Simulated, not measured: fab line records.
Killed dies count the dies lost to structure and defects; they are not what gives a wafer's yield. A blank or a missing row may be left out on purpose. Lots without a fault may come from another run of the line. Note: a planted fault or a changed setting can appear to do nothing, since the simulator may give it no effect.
Matching of chambers :: flow n5-finfet :: 3 sister chambers for N5_BEOL_M0_SAQP_PECVD_00 on pecvd-03
The step deposits SiCN from 3MS/NH3, target thk 8 nm, time 14 s. 6 wafers are shown with their chamber, then 7 later ones without.

== EACH WAFER AND ITS CHAMBER ==
wafer: L649.1
chamber: 2
showerhead-plenum-p-Torr (Torr): 3.663
throttle-valve-pct (%): 8.8

wafer: L649.5
chamber: 2
showerhead-plenum-p-Torr (Torr): 3.659
throttle-valve-pct (%): 8.8

wafer: L662.1
chamber: 0
showerhead-plenum-p-Torr (Torr): 3.639
throttle-valve-pct (%): 8.9

wafer: L662.6
chamber: 0
showerhead-plenum-p-Torr (Torr): 3.638
throttle-valve-pct (%): 9.1

wafer: L663.3
chamber: 1
showerhead-plenum-p-Torr (Torr): 3.651
throttle-valve-pct (%): 8.7

wafer: L663.4
chamber: 1
showerhead-plenum-p-Torr (Torr): 3.648
throttle-valve-pct (%): 9.0

== WAFERS WHOSE CHAMBER IS MISSING ==
wafer: L663.5
showerhead-plenum-p-Torr (Torr): 3.638
throttle-valve-pct (%): 9.0

wafer: L664.1
showerhead-plenum-p-Torr (Torr): 3.663
throttle-valve-pct (%): 8.7

wafer: L664.2
showerhead-plenum-p-Torr (Torr): 3.647
throttle-valve-pct (%): 9.4

wafer: L664.3
showerhead-plenum-p-Torr (Torr): 3.642
throttle-valve-pct (%): 9.1

wafer: L665.4
showerhead-plenum-p-Torr (Torr): 3.649
throttle-valve-pct (%): 8.9

wafer: L665.5
showerhead-plenum-p-Torr (Torr): 3.636
throttle-valve-pct (%): 9.1

wafer: L665.6
showerhead-plenum-p-Torr (Torr): 3.653
throttle-valve-pct (%): 9.0

== EACH ONE'S CHAMBER ==
wafer: L663.5
from the rows above: 0
in truth: 0

wafer: L664.1
from the rows above: 2
in truth: 2

wafer: L664.2
from the rows above: can't be placed: 1 or 0
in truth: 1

wafer: L664.3
from the rows above: 0
in truth: 0

wafer: L665.4
from the rows above: 1
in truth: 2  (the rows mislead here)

wafer: L665.5
from the rows above: 0
in truth: 0

wafer: L665.6
from the rows above: 1
in truth: 1
5 of 7 placed correctly. Unplaceable from these rows: 1, with the true chamber sitting among the candidates in 1. Placed wrongly: 1.
How it was worked out, from the rows above alone: a wafer's distance from a chamber is the root of the sum, over the readings, of the square of ((its reading less the chamber's mean) divided by the reading's scatter). The wafer belongs to the nearest chamber; if the next one is less than 2 further off, it can't be placed. Each chamber's mean is taken over the wafers shown for it. The scatter: take each reading less its chamber's mean, square it, sum over the shown wafers, divide by the number of wafers less the number of chambers, and take the root.
